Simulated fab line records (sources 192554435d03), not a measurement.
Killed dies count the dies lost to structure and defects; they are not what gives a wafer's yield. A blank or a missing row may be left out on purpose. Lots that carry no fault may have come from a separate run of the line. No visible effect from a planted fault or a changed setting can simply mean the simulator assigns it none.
Lot-split experiment	flow n5 finfet	7 lots, 21 wafers read, on a route of 1938 steps

== ABOUT THE SPLIT ==
At N5_FIN_CUT_COAT_02 (resist thk 30 nm), the setting spin rpm was moved away from the recipe's 1500 rpm on 10 of the 21 wafers read, by -11.1% to +9.9%. All remaining wafers had this setting at the recipe value.

== FROM THE SPLIT TO THE READING: what the file shows between them, 2 steps ==
- N5_FIN_CUT_EBR_04
- N5_FIN_CUT_SOFTBAKE_03: time 60 s

== THE READING ==
CAR-EUV_of_FIN_CUT_COAT_02.thk nm (the simulator's own value, which no gauge read), in nm, at N5_FIN_CUT_DESCUM_13 (chemistry O2, time 7 s). The file gives no usual value for it. Across the 11 wafers here that went through the recipe, the average is 26.1 nm and the standard deviation 0.089 nm.

wafer	tool, chamber at the split	spin rpm as run, rpm	against the recipe	CAR-EUV_of_FIN_CUT_COAT_02.thk nm, nm	against lot-mates on the recipe
L077.1	litho track-05, 0	1648	+9.9%	24.8	-1.4
L077.4	litho track-05, 0	1500	recipe	26.2	-
L077.6	litho track-05, 0	1500	recipe	26.2	-
L080.2	litho track-05, 0	1442	-3.9%	26.8	+0.7
L080.5	litho track-05, 0	1500	recipe	26.2	-
L080.6	litho track-05, 0	1500	recipe	26	-
L082.4	litho track-05, 0	1556	+3.7%	25.6	-0.4
L082.5	litho track-05, 0	1556	+3.7%	25.6	-0.4
L082.6	litho track-05, 0	1500	recipe	26	-
L089.2	litho track-03, 0	1334	-11.1%	27.8	+1.8
L089.5	litho track-03, 0	1334	-11.1%	27.8	+1.8
L089.3	litho track-03, 0	1500	recipe	26	-
L090.3	litho track-04, 0	1425	-5.0%	26.8	+0.6
L090.5	litho track-04, 0	1425	-5.0%	27	+0.8
L090.6	litho track-04, 0	1500	recipe	26.2	-
L092.1	litho track-04, 0	1500	recipe	26.2	-
L092.4	litho track-04, 0	1359	-9.4%	27.8	+1.6
L092.5	litho track-04, 0	1359	-9.4%	27.6	+1.4
L096.3	litho track-04, 0	1500	recipe	26.2	-
L096.5	litho track-04, 0	1500	recipe	26.2	-
L096.6	litho track-04, 0	1500	recipe	26.2	-

FIT RESULTS
A straight line over all 21 wafers: CAR-EUV_of_FIN_CUT_COAT_02.thk nm changes by -0.151 nm for each +1% of spin rpm; r = -0.99; the points scatter about the line by 0.097 nm.
The same after taking each lot's own level away (the mean of its wafers on the recipe; 21 wafers): -0.152 nm for each +1%; r = -0.99; scatter 0.09 nm.
The reading moves by 1.7 nm for the largest change in spin rpm, on that fit.
Measured against the standard deviation above, the lots' own levels, which go from 26.00 to 26.20 nm, span 2.2 times it.
Consequently the slope shifts little with the lot-to-lot level, the two slopes agreeing.
Check: +1.7 nm against its lot-mates is what the line predicts for one of the wafers moved furthest among these (-11.1%) when that wafer is left out of the fit. It came out at +1.8 nm against them.

== FURTHER SPLITS ON THESE WAFERS ==
Other splits were also applied to these wafers ahead of the reading. Each is held against what the fit with the lots' levels taken away leaves over:
other split on the same wafers	wafers away from the commonest value	r with CAR-EUV_of_FIN_CUT_COAT_02.thk nm (lot level and that fit taken away)
N5_FIN_SAQP_ETCH_52 source w	7	+0.11

== THE WHOLE CHAIN: every reading that the file lists as answering this split, in the file's order ==
step	what it does	reading	change (the file's fit)	r (the file's)
N5_FIN_CUT_COAT_02	resist thk 30 nm	CAR-EUV_of_FIN_CUT_COAT_02.thk nm (the simulator's own value, which no gauge read)	-0.159 nm for each +1% of the setting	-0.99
N5_FIN_CUT_DESCUM_13	chemistry O2, time 7 s	CAR-EUV_of_FIN_CUT_COAT_02.thk nm (the simulator's own value, which no gauge read)	-0.153 nm for each +1% of the setting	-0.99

== THE FILE'S OWN FIT ==
CAR-EUV_of_FIN_CUT_COAT_02.thk nm changes by -0.153 nm for each +1% of spin rpm, r = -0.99.
